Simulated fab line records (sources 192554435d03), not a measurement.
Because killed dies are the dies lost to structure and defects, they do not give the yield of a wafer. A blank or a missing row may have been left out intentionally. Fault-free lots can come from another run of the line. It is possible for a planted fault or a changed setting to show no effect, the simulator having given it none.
Chamber matching || flow n5-finfet || N5_BEOL_M0_SAQP_DESCUM_19 on rie-diel-03: 4 sister chambers
The step chemistry O2, time 7.9 s. 8 wafers are shown with their chamber, then 8 later ones without.

== WAFERS, EACH WITH ITS CHAMBER ==
{"wafer": "L080.4", "chamber": 0, "showerhead-plenum-p-Torr (Torr)": 2.09, "oes-product-au (a.u.)": 0.76}
{"wafer": "L081.4", "chamber": 1, "showerhead-plenum-p-Torr (Torr)": 2.16, "oes-product-au (a.u.)": 0.72}
{"wafer": "L084.5", "chamber": 2, "showerhead-plenum-p-Torr (Torr)": 2.06, "oes-product-au (a.u.)": 0.95}
{"wafer": "L084.6", "chamber": 3, "showerhead-plenum-p-Torr (Torr)": 2.03, "oes-product-au (a.u.)": 0.82}
{"wafer": "L089.1", "chamber": 0, "showerhead-plenum-p-Torr (Torr)": 2.08, "oes-product-au (a.u.)": 0.74}
{"wafer": "L089.4", "chamber": 2, "showerhead-plenum-p-Torr (Torr)": 2.05, "oes-product-au (a.u.)": 0.93}
{"wafer": "L089.6", "chamber": 1, "showerhead-plenum-p-Torr (Torr)": 2.16, "oes-product-au (a.u.)": 0.71}
{"wafer": "L090.1", "chamber": 3, "showerhead-plenum-p-Torr (Torr)": 2.02, "oes-product-au (a.u.)": 0.81}

== WAFERS WITH NO CHAMBER GIVEN ==
{"wafer": "L090.3", "showerhead-plenum-p-Torr (Torr)": 2.05, "oes-product-au (a.u.)": 0.92}
{"wafer": "L090.6", "showerhead-plenum-p-Torr (Torr)": 2.02, "oes-product-au (a.u.)": 0.81}
{"wafer": "L091.1", "showerhead-plenum-p-Torr (Torr)": 2.05, "oes-product-au (a.u.)": 0.91}
{"wafer": "L091.2", "showerhead-plenum-p-Torr (Torr)": 2.08, "oes-product-au (a.u.)": 0.74}
{"wafer": "L091.3", "showerhead-plenum-p-Torr (Torr)": 2.15, "oes-product-au (a.u.)": 0.70}
{"wafer": "L096.1", "showerhead-plenum-p-Torr (Torr)": 2.15, "oes-product-au (a.u.)": 0.70}
{"wafer": "L096.2", "showerhead-plenum-p-Torr (Torr)": 2.05, "oes-product-au (a.u.)": 0.89}
{"wafer": "L096.3", "showerhead-plenum-p-Torr (Torr)": 2.02, "oes-product-au (a.u.)": 0.80}

== WHICH CHAMBER EACH ONE RAN IN ==
{"wafer": "L090.3", "from the rows above": 2, "in truth": 2}
{"wafer": "L090.6", "from the rows above": 3, "in truth": 3}
{"wafer": "L091.1", "from the rows above": 2, "in truth": 2}
{"wafer": "L091.2", "from the rows above": 0, "in truth": 0}
{"wafer": "L091.3", "from the rows above": 1, "in truth": 1}
{"wafer": "L096.1", "from the rows above": 1, "in truth": 1}
{"wafer": "L096.2", "from the rows above": 2, "in truth": 2}
{"wafer": "L096.3", "from the rows above": 3, "in truth": 3}
8 of 8 placed correctly. From these rows, 0 cannot be placed. 0 placed wrongly.
How it was worked out, from the rows above alone: a wafer's distance from a chamber is the root of the sum, over the readings, of the square of ((its reading less the chamber's mean) divided by the reading's scatter). If the next closest chamber is less than 2 further off than the closest, the wafer can't be placed; otherwise it belongs to the closest. A chamber's mean is the mean of its shown wafers. How the scatter is found: for the shown wafers, subtract from each reading the mean of its chamber, square and add these, divide the total by (wafers less chambers), then take the root.
